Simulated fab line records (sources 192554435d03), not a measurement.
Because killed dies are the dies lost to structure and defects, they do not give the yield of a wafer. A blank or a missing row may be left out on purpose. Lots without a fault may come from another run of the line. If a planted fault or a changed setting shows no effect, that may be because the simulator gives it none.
One fault seen from 2 desks	flow n5-finfet	every desk sees just its own numbers, and what lay behind them comes last

THE METROLOGY DESK
What the gauges read for every lot (on any tool): the sampled wafers with a number, averaged. The brackets show how far a lot's mean lies from the usual mean; more than 4 standard deviations puts the lot out of limits, marked OUT.
Columns: A = V4_OVL at N5_BEOL_M5_OVL_MEAS_29, usual 0.4 nm
lot	first seen here	A
L159	day 8 07:53	0.3
L163	day 9 10:56	0.7
L165	day 9 17:16	-0.0
L166	day 10 06:32	0.4
L168	day 10 22:55	-0.0
L169	day 11 07:45	-0.4
L172	day 11 13:52	1.0
L170	day 11 14:47	0.7
L175	day 12 08:34	0.8
L178	day 13 03:43	1.3
L181	day 14 00:17	0.4
This desk's finding: nothing out of limits on any of the 11 lots.

THE TOOL OWNER'S DESK: litho-track-02
The tool's own readings at N5_BEOL_M5_COAT_22 (resist thk 30 nm): means of the sampled wafers that have a number, for each lot that ran on this tool. The brackets show how far a lot's mean lies from the usual mean; more than 4 standard deviations puts the lot out of limits, marked OUT.
Columns: A = spin-speed-rpm at N5_BEOL_M5_COAT_22, usual 1500.1 rpm
lot	first seen here	A
L159	day 8 07:34	1500.1
L169	day 11 07:27	1499.9
L172	day 11 13:27	1621.7 (+99 or more) OUT
L175	day 12 08:15	1623.2 (+99 or more) OUT
This desk's verdict: out of limits on L172, L175, starting with L172 at day 11 13:27 (spin-speed-rpm at N5_BEOL_M5_COAT_22). In limits: L159, L169.

ALL TOGETHER
The tool owner's desk could have raised an alarm at day 11 13:27, on L172, L175.
At the metrology desk, nothing out of limits was observed.
The metrology desk holds a record of L172, L175, inside its limits.
Every lot named ran N5_BEOL_M5_COAT_22 on litho-track-02.

WHAT THE SIMULATOR HAD PUT IN
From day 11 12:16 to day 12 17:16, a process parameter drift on litho-track-02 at N5_BEOL_M5_COAT_22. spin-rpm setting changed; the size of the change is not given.
Shown lots that were struck: L172, L175.
Time in hours from fault onset to the first out-of-limits reading at each desk: the tool owner's desk, 1.
